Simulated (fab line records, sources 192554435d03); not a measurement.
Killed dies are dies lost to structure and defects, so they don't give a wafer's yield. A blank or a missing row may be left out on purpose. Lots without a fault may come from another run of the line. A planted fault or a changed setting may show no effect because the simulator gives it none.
Chamber matching | flow n5_finfet | N5_BEOL_M13_ILD_DEP_00 on pecvd-02: 3 sister chambers
The step deposits SiOC from DEMS/O2, target thk 837.92 nm, time 166.4 s. 16 wafers are shown with their chamber, then 8 later ones without.

WAFERS WITH THEIR CHAMBER
wafer  | chamber | throttle_valve_pct (%) | showerhead_vpp_V (V) | heater_power_w (W)
L077.1 | 2       | 10.8                   | 1459                 | 676
L077.5 | 1       | 12.9                   | 1291                 | 513
L077.6 | 0       | 12.6                   | 1472                 | 390
L075.1 | 1       | 12.8                   | 1328                 | 511
L075.2 | 2       | 10.5                   | 1463                 | 629
L075.4 | 2       | 10.7                   | 1459                 | 654
L079.1 | 2       | 10.8                   | 1494                 | 546
L079.2 | 1       | 12.7                   | 1306                 | 570
L079.3 | 0       | 12.8                   | 1464                 | 451
L084.1 | 0       | 12.8                   | 1466                 | 455
L084.3 | 0       | 12.6                   | 1461                 | 474
L084.6 | 1       | 12.7                   | 1319                 | 503
L086.2 | 2       | 11.0                   | 1451                 | 596
L086.5 | 2       | 10.7                   | 1462                 | 623
L086.6 | 0       | 12.8                   | 1459                 | 458
L089.1 | 0       | 12.8                   | 1494                 | 457

SIGNATURES (means of the wafers above)
reading            | chamber 0 | chamber 1 | chamber 2 | scatter within a chamber
throttle_valve_pct | 12.733    | 12.775    | 10.750    | 0.129
showerhead_vpp_V   | 1469.33   | 1311.00   | 1464.67   | 14.5
heater_power_w     | 447.50    | 524.25    | 620.67    | 36.7
Rule: a wafer's distance from a chamber is the root of the sum, over the readings, of the square of ((its reading less the chamber's mean) divided by the reading's scatter). The wafer belongs to the nearest chamber; if the next one is less than 2 further off, it can't be placed. The scatter: the root of (the sum of the squares of (reading less its chamber's mean) over the shown wafers, divided by (wafers less chambers)).

WAFERS WITHOUT THEIR CHAMBER
wafer  | throttle_valve_pct (%) | showerhead_vpp_V (V) | heater_power_w (W)
L089.3 | 12.6                   | 1471                 | 468
L089.6 | 12.8                   | 1470                 | 382
L092.1 | 12.9                   | 1452                 | 463
L092.2 | 12.9                   | 1319                 | 575
L092.3 | 10.8                   | 1459                 | 545
L097.3 | 10.8                   | 1456                 | 550
L097.4 | 12.8                   | 1467                 | 460
L097.5 | 11.1                   | 1447                 | 601

WHICH CHAMBER EACH WENT THROUGH
wafer  | from the rows above | in truth
L089.3 | 0                   | 0
L089.6 | 0                   | 0
L092.1 | 0                   | 0
L092.2 | 1                   | 1
L092.3 | 2                   | 2
L097.3 | 2                   | 2
L097.4 | 0                   | 0
L097.5 | 2                   | 2
Placed correctly: 8 of 8. Can't be placed from these rows: 0. Placed wrongly: 0.
